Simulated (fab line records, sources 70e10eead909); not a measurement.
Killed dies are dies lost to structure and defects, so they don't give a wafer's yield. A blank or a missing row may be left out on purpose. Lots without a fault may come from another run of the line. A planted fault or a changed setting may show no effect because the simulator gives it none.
fab line records | flow nand_harc
record lots=5 wafers=15 last_day=30
route steps=1302 shown P_BONDPAD@360 END@1302
lots that met no fault: from a run of the same line without faults
start_h: hours from the record's first day to the start of the lot's first wafer shown | wait_h: hours since the lot's step before | " the same as in the row above | L1.1+2: a row that stands for several wafers | - no value, or no start given | * or withheld: withheld | < > ~ a bound
route shown NAME@n: a module of which the file shows steps, and the number in the route of the first | usual: mean/standard deviation of fault-free wafers | same: alike in all rows | chamber/n: place in a boat | sites: the reading at each site | _std_site: their standard deviation | _edge_site: outer sites' mean less inner sites' | radius_mm: how far each site lies from the wafer's centre | mask NAME#n: copy n | behind: the tool/chamber that last shaped the wafer | hold: why the lot was held/for how many hours/how that ended | device: the transistor (n, p or np) that didn't switch | end of line: the same wafers' tests at the end of the route | a step without rows: its recipe alone | killed: dies lost to structure and defects at the first sort, not the wafer's yield | map: a wafer's dies, x killed, . not, _ none there
set.NAME: the setting as run; set.NAME@STEP: as run at that earlier step | model.NAME: the simulator's own value behind a step, which no gauge read
lots at some steps of the route; a table a step, a row a wafer
services: from which hour (start_h, from the record's first day; less than 0 if before it) a tool's chamber was out of use, for how many hours, and why
## steps
# step NHARC_P_BONDPAD_EBR_05
# step NHARC_P_BONDPAD_EXPOSE_06
# recipe na=0.55 dose_mj=37.06 mask_id=P_BPAD
# step NHARC_P_BONDPAD_PEB_07
# recipe peb_temp_c=128 peb_time_s=80
# step NHARC_P_BONDPAD_DEVELOP_08
# recipe time_s=50 dev_temp_c=22
# step NHARC_P_BONDPAD_CD_MEAS_09
# recipe target_cd_nm=500 landing_energy_ev=500
# usual cd_nm=501.1/2.3
# columns lot.wafer tool chamber start_h wait_h cd_nm
L793.1 cd_sem-02 0 195.03 - 501.1
L793.2 " 0 " " 499.7
L793.3 " 0 " " 498.6
L795.1 cd_sem-01 0 218.55 - 502.3
L795.3 " 0 " " 501.1
L795.6 " 0 " " 503.3
L797.3 cd_sem-03 0 246.80 - 499.0
L797.4 " 0 " " 498.2
L797.6 " 0 " " 500.4
L801.4 cd_sem-03 0 285.74 - 502.4
L801.5 " 0 " " 501.8
L801.6 " 0 " " 504.1
L803.3 cd_sem-02 0 299.94 - 502.4
L803.5 " 0 " " 502.2
L803.6 " 0 " " 500.2
# step NHARC_P_BONDPAD_OVL_MEAS_38
# usual overlay_x_nm=1/5.2 overlay_y_nm=2/4.7
# columns lot.wafer tool chamber start_h wait_h overlay_x_nm overlay_y_nm
L793.1 overlay-01 - 195.12 - 8 -1
L793.2 " - " " 9 -1
L793.3 " - " " 8 -1
L795.1 overlay-02 - 218.64 - -6 1
L795.3 " - " " -6 1
L795.6 " - " " -6 1
L797.3 overlay-01 - 246.88 - -1 11
L797.4 " - " " -2 10
L797.6 " - " " -1 10
L801.4 overlay-01 - 285.82 - 4 8
L801.5 " - " " 5 8
L801.6 " - " " 4 8
L803.3 overlay-01 - 300.02 - 4 -2
L803.5 " - " " 4 -2
L803.6 " - " " 3 -2
# step NHARC_P_BONDPAD_HARDBAKE_10
# recipe temp_c=118 time_s=65
# step NHARC_P_BONDPAD_DESCUM_11
# recipe time_s=3 o2_flow_sccm=200 ar_flow_sccm=0 bias_power_w=0 chemistry=O2
# usual drypump_motor_current_A=6.0/0.53 oes_product_au=0.998/0.0094 rf_vpp_V=58.0/0.89 showerhead_plenum_p_Torr=1.96/0.051 throttle_valve_pct=11.312/0.0093
# columns lot.wafer tool chamber start_h wait_h drypump_motor_current_A oes_product_au rf_hours_counter_h rf_vpp_V showerhead_plenum_p_Torr throttle_valve_pct
L793.1 rie_diel-10 3 195.25 - 5.1 0.999 6.8 56.6 1.87 11.308
L793.3 " 0 " " 6.1 0.983 6.7 58.1 1.93 11.320
L793.2 " 1 " " 6.5 0.984 6.3 59.0 2.00 11.316
L795.3 rie_diel-10 2 218.78 - 6.6 1.000 7.8 58.6 2.04 11.311
L795.1 " 3 " " 5.1 0.997 8.2 56.6 1.87 11.309
L795.6 " 0 " " 6.1 0.992 - 59.2 1.93 11.316
L797.3 rie_diel-07 1 247.00 - 6.6 0.998 4.8 56.5 1.90 11.330
L797.4 " 1 " " 6.5 0.998 - 58.0 1.90 11.306
L797.6 " 0 " " 4.9 1.022 - 57.0 1.88 11.309
L801.5 rie_diel-13 3 285.98 - 6.1 1.008 - 59.1 1.97 11.303
L801.4 " 0 " " 6.4 1.022 - 58.1 1.92 11.327
L801.6 " 2 " " 5.5 1.009 - 57.7 1.97 11.316
L803.3 rie_diel-13 1 300.15 - 5.5 0.987 2.7 57.6 1.98 11.302
L803.6 " 1 " " 5.5 0.984 - 58.2 1.99 11.300
L803.5 " 2 " " 5.5 0.998 - 59.3 1.97 11.308
# step NHARC_P_BONDPAD_ETCH_37
# recipe target_depth_a=600 overetch_a=180 time_s=65.91 ion_energy_ev=200 n2_flow_sccm=150 h2_flow_sccm=150 ar_flow_sccm=0 rf_w=400 bias_w=150 chemistry=N2/H2
# usual drypump_motor_current_A=6.0/0.53 oes_product_au=1.000/0.0096 rf_vpp_V=431.6/1.8 showerhead_plenum_p_Torr=2.08/0.055 throttle_valve_pct=14.172/0.0095
# columns lot.wafer tool chamber start_h wait_h drypump_motor_current_A oes_product_au rf_hours_counter_h rf_vpp_V showerhead_plenum_p_Torr throttle_valve_pct
L793.2 rie_diel-10 2 195.33 0.1 6.7 0.999 6.5 433.9 2.18 14.171
L793.3 " 3 " " 5.1 0.998 6.9 428.7 1.99 14.168
L793.1 " 0 " " 6.1 0.990 6.7 432.6 2.05 14.191
L795.3 rie_diel-10 0 218.85 0.1 6.1 0.987 8.3 430.9 2.05 14.166
L795.1 " 1 " " 6.5 0.996 7.9 433.9 2.13 14.182
L795.6 " 1 " " 6.5 1.002 - 433.6 2.13 14.168
L797.3 rie_diel-07 1 247.10 0.1 6.6 1.017 4.8 432.1 2.03 14.168
L797.6 " 1 " " 6.6 0.997 - 431.1 2.03 14.168
L797.4 " 2 " " 6.1 1.003 - 432.8 2.06 14.189
L801.5 rie_diel-13 3 286.07 0.1 6.1 1.001 - 432.4 2.10 14.172
L801.6 " 0 " " 6.5 1.002 - 429.7 2.05 14.180
L801.4 " 2 " " 5.5 1.003 - 430.9 2.10 14.164
L803.3 rie_diel-13 0 300.23 0.1 6.5 0.989 3.1 430.2 2.05 14.171
L803.6 " 0 " " 6.4 1.003 - 431.7 2.05 14.185
L803.5 " 1 " " 5.6 0.995 - 432.1 2.12 14.159
# step NHARC_P_BONDPAD_ETCH_12
# recipe target_depth_a=2000 time_s=100 chf3_flow_sccm=50 o2_flow_sccm=10 ar_flow_sccm=200 rf_w=500 bias_w=200 chemistry=CHF3/O2
# usual drypump_motor_current_A=6.0/0.54 oes_product_au=0.945/0.022 rf_vpp_V=371.6/1.6 showerhead_plenum_p_Torr=2.45/0.061 throttle_valve_pct=20.573/0.0091
# columns lot.wafer tool chamber start_h wait_h drypump_motor_current_A oes_product_au rf_hours_counter_h rf_vpp_V showerhead_plenum_p_Torr throttle_valve_pct
L793.3 rie_diel-10 2 - - 6.7 0.925 6.5 372.7 2.56 20.574
L793.1 " 0 " " 6.1 0.909 6.7 371.7 2.42 20.592
L793.2 " 1 " " 6.5 0.927 6.3 374.3 2.50 20.581
L795.3 rie_diel-10 1 - - 6.5 0.923 8.0 373.4 2.50 20.576
L795.1 " 3 " " 5.2 0.918 8.3 370.5 2.34 20.583
L795.6 " 0 " " 6.1 0.902 - 371.1 2.42 20.578
L797.3 rie_diel-07 1 - - 6.6 0.938 4.8 371.2 2.39 20.577
L797.6 " 0 " " 4.9 0.943 - 370.7 2.37 20.569
L797.4 " 1 " " 6.5 0.949 - 370.7 2.39 20.590
L801.6 rie_diel-13 0 - - 6.5 0.928 - 370.9 2.41 20.575
L801.5 " 2 " " 5.5 0.930 - 370.4 2.47 20.594
L801.4 " 3 " " 6.1 0.920 - 371.8 2.47 20.561
L803.3 rie_diel-13 1 - - 5.5 0.916 2.7 370.8 2.49 20.578
L803.6 " 3 " " 6.0 0.932 - 371.3 2.47 20.566
L803.5 " 0 " " 6.4 0.934 - 371.6 2.41 20.580
# step NHARC_P_BONDPAD_CD_MEAS_13
# usual cd_nm=500.8/2.4
# columns lot.wafer tool chamber start_h wait_h cd_nm
L793.1 cd_sem-03 - 195.55 - 500.9
L793.2 " - " " 500.2
L793.3 " - " " 497.4
L795.1 cd_sem-03 - 219.08 - 500.9
L795.3 " - " " 500.8
L795.6 " - " " 502.5
L797.3 cd_sem-01 - 247.37 - 499.9
L797.4 " - " " 497.4
L797.6 " - " " 500.9
L801.4 cd_sem-02 - 286.31 - 500.8
L801.5 " - " " 501.3
L801.6 " - " " 502.8
L803.3 cd_sem-02 - 300.47 - 502.9
L803.5 " - " " 501.1
L803.6 " - " " 500.0
# step NHARC_P_BONDPAD_STRIP_15
# recipe o2_flow_sccm=500 ar_flow_sccm=0 bias_w=0 chemistry=O2
# usual drypump_motor_current_A=6.0/0.59 oes_product_au=1.003/0.011 rf_vpp_V=58.0/0.88 showerhead_plenum_p_Torr=3.59/0.091 throttle_valve_pct=17.035/0.01
# columns lot.wafer tool chamber start_h wait_h drypump_motor_current_A oes_product_au rf_hours_counter_h rf_vpp_V showerhead_plenum_p_Torr throttle_valve_pct
L793.1 rie_diel-13 3 195.63 0.1 6.1 1.008 0.7 57.6 3.62 17.027
L793.3 " 0 " " 6.5 0.996 0.6 58.0 3.55 17.032
L793.2 " 2 " " 5.5 0.993 0.7 57.9 3.63 17.036
L795.3 rie_diel-13 0 219.18 0.1 6.5 1.011 0.9 58.6 3.55 17.041
L795.1 " 1 " " 5.5 1.006 0.9 58.9 3.65 17.026
L795.6 " 3 " " 6.1 1.005 - 60.4 3.62 17.045
L797.3 rie_diel-07 1 247.49 0.1 6.5 1.011 4.9 56.7 3.51 17.033
L797.6 " 0 " " 4.9 1.021 - 59.0 3.48 17.031
L797.4 " 1 " " 6.6 1.016 - 58.4 3.51 17.035
L801.4 rie_diel-10 3 286.39 0.1 5.2 1.003 0.6 59.3 3.44 17.043
L801.5 " 2 " " 6.7 1.006 - 57.9 3.75 17.026
L801.6 " 3 " " 5.1 0.991 - 56.6 3.45 17.024
L803.3 rie_diel-10 2 300.55 0.1 6.6 1.006 2.7 57.8 3.75 17.044
L803.5 " 1 " " 6.5 1.008 - 56.8 3.67 17.043
L803.6 " 2 " " 6.6 1.010 - 58.2 3.75 17.055
# step NHARC_P_BONDPAD_ETCH_24
# recipe target_depth_a=300 over_etch_frac=0.3 time_s=72.99 ion_energy_ev=150 cf4_flow_sccm=50 n2_flow_sccm=100 ar_flow_sccm=150 rf_w=300 bias_w=100 chemistry=CF4/N2
# usual cf4_flow_sccm=50.00/0.14 drypump_motor_current_A=5.9/0.61 oes_product_au=1.001/0.011 over_etch_frac=0.3/0 rf_vpp_V=314.8/1.5 showerhead_plenum_p_Torr=2.67/0.07 throttle_valve_pct=19.792/0.0092
# columns lot.wafer tool chamber start_h wait_h cf4_flow_sccm drypump_motor_current_A oes_product_au over_etch_frac rf_hours_counter_h rf_vpp_V showerhead_plenum_p_Torr throttle_valve_pct
L793.2 rie_diel-13 1 195.78 - 49.81 5.5 0.996 0.3 0.6 316.2 2.72 19.789
L793.3 " 2 " " 50.05 5.5 0.998 0.3 0.7 316.8 2.70 19.790
L793.1 " 3 " " 50.00 6.1 1.002 0.3 0.7 318.1 2.70 19.790
L795.1 rie_diel-13 0 219.31 - 50.22 6.4 0.999 0.3 1.0 313.6 2.64 19.786
L795.3 " 2 " " 49.93 5.5 0.996 0.3 1.1 316.3 2.70 19.778
L795.6 " 0 " " 50.24 6.4 0.998 0.3 - 313.5 2.64 19.793
L797.3 rie_diel-07 2 247.63 0.1 50.05 6.1 1.000 0.3 3.6 314.7 2.65 19.783
L797.6 " 2 " " 50.25 6.1 1.005 0.3 - 315.2 2.65 19.791
L797.4 " 0 " " 49.74 4.9 1.027 0.3 - 313.1 2.59 19.794
L801.4 rie_diel-10 2 286.54 - 49.79 6.6 1.004 0.3 2.1 318.3 2.79 19.788
L801.6 " 1 " " 49.93 6.5 1.008 0.3 - 315.4 2.73 19.811
L801.5 " 2 " " 49.89 6.7 0.997 0.3 - 316.7 2.79 19.766
L803.3 rie_diel-10 3 300.69 - 50.37 5.1 0.991 0.3 1.3 314.8 2.56 19.788
L803.5 " 3 " " 50.14 5.2 0.982 0.60438 - 313.5 2.56 19.797
L803.6 " 0 " " 49.74 6.1 0.989 0.3 - 314.7 2.64 19.791
# step NHARC_P_BONDPAD_STRIP_16
# recipe time_s=600 temp_c=30 chemistry=post_etch_residue_remover
# step NHARC_END_SORT_01
# recipe temp_c=25
# usual defect_limited_yield=90.6/2.8 killed_at_array=58/20 killed_at_other=0.8/1 killed_at_periphery=4.6/2.8 killed_dies=63/19 killed_open=3.4/2 killed_short=2.4/1.8
# same gross_dies=677
# columns lot.wafer tool chamber start_h wait_h defect_limited_yield[%] killed_at_array killed_at_other killed_at_periphery killed_dies killed_open killed_short
L793.1 prober-01 0 622.06 2.5 87.1 79 3 5 87 3 3
L793.2 prober-01 0 622.86 2.8 89.8 65 1 3 69 3 2
L793.3 prober-01 0 623.67 3.1 92.0 50 0 4 54 3 5
L795.1 prober-01 0 649.11 2.5 92.6 38 2 10 50 1 3
L795.3 prober-01 0 650.72 3.1 88.8 63 3 10 76 2 2
L795.6 prober-01 0 653.13 4.0 90.5 55 3 6 64 3 4
L797.3 prober-01 0 688.28 3.1 92.8 45 0 4 49 4 2
L797.4 prober-01 0 689.06 3.3 94.1 37 0 3 40 3 2
L797.6 prober-01 0 690.63 3.9 94.7 33 0 3 36 2 3
L803.3 prober-01 0 728.18 3.1 92.2 53 0 0 53 3 2
L803.5 prober-01 0 729.78 3.7 90.8 60 0 2 62 3 3
L803.6 prober-01 0 730.59 4.0 93.1 44 1 2 47 4 2
L801.4 prober-02 0 728.98 3.4 94.8 29 0 6 35 3 2
L801.5 prober-02 0 729.79 3.7 95.9 26 0 2 28 0 2
L801.6 prober-02 0 730.60 4.0 95.1 22 4 7 33 3 2
# killed by level:class
L793.1 A_CHANNEL_HOLE_D1:chamber_film_flake=33 A_SLIT:chamber_film_flake=22 A_CHANNEL_HOLE_D2:chamber_film_flake=11 P_STI:chamber_film_flake=4 A_CONTACT:chamber_film_flake=4 A_WL_FILL:geometric_particle:short=2 A_CHANNEL_FILL_D1:chamber_film_flake=2 A_STAIRCASE:chamber_film_flake=2
L793.2 A_SLIT:chamber_film_flake=34 A_CHANNEL_HOLE_D1:chamber_film_flake=19 A_CHANNEL_HOLE_D2:chamber_film_flake=4 A_STAIRCASE:chamber_film_flake=2 P_GATE:geometric_particle:short=1 P_GATE:geometric_particle:open=1 A_ONON_D2:geometric_particle:open=1 A_ONON_D2:geometric_particle:short=1
L793.3 A_CHANNEL_HOLE_D1:chamber_film_flake=18 A_SLIT:chamber_film_flake=13 A_CHANNEL_HOLE_D2:chamber_film_flake=9 A_ONON_D1:geometric_particle:short=3 P_STI:chamber_film_flake=2 P_M0:geometric_particle:short=1 A_CHANNEL_FILL_D2:geometric_particle:short=1 A_WL_FILL:geometric_particle:open=1
L795.1 A_CHANNEL_HOLE_D1:chamber_film_flake=21 P_M2:chamber_film_flake=6 A_CONTACT:chamber_film_flake=4 P_CONTACT:chamber_film_flake=3 A_CHANNEL_HOLE_D2:chamber_film_flake=3 A_DECK1_JOINT:chamber_film_flake=2 THIN_TSV:chamber_film_flake=2 P_M1:geometric_particle:short=1
L795.3 A_CHANNEL_HOLE_D1:chamber_film_flake=38 A_CHANNEL_HOLE_D2:chamber_film_flake=15 P_CONTACT:chamber_film_flake=6 P_M2:chamber_film_flake=3 A_CONTACT:chamber_film_flake=3 THIN_TSV:chamber_film_flake=3 P_STI:geometric_particle:open=1 A_ONON_D1:geometric_particle:short=1
L795.6 A_CHANNEL_HOLE_D1:chamber_film_flake=21 A_CHANNEL_HOLE_D2:chamber_film_flake=15 A_CONTACT:chamber_film_flake=5 P_CONTACT:chamber_film_flake=3 P_M2:chamber_film_flake=3 THIN_TSV:chamber_film_flake=3 A_CHANNEL_FILL_D1:geometric_particle:short=2 A_SLIT:chamber_film_flake=2
L797.3 A_CHANNEL_HOLE_D1:chamber_film_flake=32 A_STAIRCASE:chamber_film_flake=3 P_M2:chamber_film_flake=2 A_CHANNEL_HOLE_D2:chamber_film_flake=2 P_GATE:geometric_particle:open=1 A_ONON_D1:geometric_particle:short=1 A_ONON_D2:geometric_particle:open=1 A_CHANNEL_FILL_D2:geometric_particle:open=1
L797.4 A_CHANNEL_HOLE_D1:chamber_film_flake=24 A_CONTACT:chamber_film_flake=3 P_M2:chamber_film_flake=2 A_ZERO_WELL:chamber_film_flake=2 A_SLIT:chamber_film_flake=2 P_M0:geometric_particle:open=1 A_CHANNEL_HOLE_D1:geometric_particle:short=1 A_DECK1_JOINT:geometric_particle:open=1
L797.6 A_CHANNEL_HOLE_D1:chamber_film_flake=21 A_CONTACT:chamber_film_flake=4 A_STAIRCASE:chamber_film_flake=2 P_CONTACT:geometric_particle:open=1 A_ONON_D1:geometric_particle:short=1 A_DECK1_JOINT:geometric_particle:short=1 A_SGD_CUT:geometric_particle:short=1 A_M1:geometric_particle:open=1
L803.3 A_SLIT:chamber_film_flake=29 A_CHANNEL_HOLE_D1:chamber_film_flake=9 A_CONTACT:chamber_film_flake=5 A_CHANNEL_FILL_D1:geometric_particle:open=2 A_SGD_CUT:chamber_film_flake=2 A_BLC:chamber_film_flake=2 A_DECK1_JOINT:geometric_particle:open=1 A_CHANNEL_FILL_D2:geometric_particle:short=1
L801.4 A_CHANNEL_HOLE_D1:chamber_film_flake=13 A_SLIT:chamber_film_flake=5 A_STAIRCASE:chamber_film_flake=3 A_CONTACT:chamber_film_flake=3 P_M1:chamber_film_flake=2 P_STI:geometric_particle:open=1 P_CONTACT:geometric_particle:short=1 P_M0:geometric_particle:short=1
L803.5 A_SLIT:chamber_film_flake=29 A_CHANNEL_HOLE_D1:chamber_film_flake=11 A_CONTACT:chamber_film_flake=9 A_SGD_CUT:chamber_film_flake=2 A_ONON_D1:geometric_particle:short=1 A_CHANNEL_FILL_D1:geometric_particle:open=1 A_CHANNEL_FILL_D1:geometric_particle:short=1 A_DECK1_JOINT:geometric_particle:short=1
L801.5 A_CHANNEL_HOLE_D1:chamber_film_flake=10 A_STAIRCASE:chamber_film_flake=4 A_SLIT:chamber_film_flake=4 A_DECK1_JOINT:chamber_film_flake=2 A_WL_FILL:chamber_film_flake=2 A_DECK1_JOINT:geometric_particle:short=1 A_WL_FILL:geometric_particle:short=1 P_STI:chamber_film_flake=1
L803.6 A_SLIT:chamber_film_flake=19 A_CONTACT:chamber_film_flake=8 A_CHANNEL_HOLE_D1:chamber_film_flake=4 A_BLC:chamber_film_flake=3 A_ONON_D2:geometric_particle:open=2 A_ONON_D1:geometric_particle:short=1 A_ONON_D2:geometric_particle:short=1 A_CONTACT:geometric_particle:open=1
L801.6 A_CHANNEL_HOLE_D1:chamber_film_flake=9 THIN_TSV:chamber_film_flake=4 P_M1:chamber_film_flake=3 A_SLIT:chamber_film_flake=3 A_STAIRCASE:chamber_film_flake=2 A_WL_FILL:chamber_film_flake=2 P_GATE:geometric_particle:open=1 A_CHANNEL_FILL_D1:geometric_particle:short=1
## services
# columns tool chamber start_h hours kind
rie_diel-10 0 172.51 - clean
rie_diel-10 1 172.51 - clean
rie_diel-10 2 172.51 - clean
rie_diel-10 3 172.51 - clean
rie_diel-13 0 174.03 - clean
rie_diel-13 1 174.03 - clean
rie_diel-13 2 174.03 - clean
rie_diel-13 3 174.03 - clean
rie_diel-10 0 197.15 - clean
rie_diel-10 1 197.15 - clean
rie_diel-10 2 197.15 - clean
rie_diel-10 3 197.15 - clean
rie_diel-13 0 198.53 - clean
rie_diel-13 1 198.53 - clean
rie_diel-13 2 198.53 - clean
rie_diel-13 1 219.86 3.0 repair
rie_diel-10 2 221.95 30.9 repair
rie_diel-07 - 230.30 1.5 repair
rie_diel-07 3 237.47 48.7 repair
rie_diel-10 - 242.50 9.0 pm
rie_diel-10 3 261.94 11.0 repair
rie_diel-13 1 284.03 6.1 repair
rie_diel-07 - 289.72 0.4 repair
rie_diel-07 - 294.26 9.0 pm
## key
first_sign step=NHARC_P_BONDPAD_ETCH_24 reading=over_etch_frac direction=up sigmas=99+ usual=0.3 struck=0.60438
effect none on later readings
met_at NHARC_P_BONDPAD_ETCH_24
struck_wafers L803.5
onset_between 286.54 300.69
fault kind=process_parameter_drift tool=rie_diel-10 chamber=- onset_h=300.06 steps=NHARC_P_BONDPAD_ETCH_24 channel=over_etch_frac offset=0.30438 shape=step end_h=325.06 scope=struck_wafers_only acts_in=these_recipes_only stated=0.3
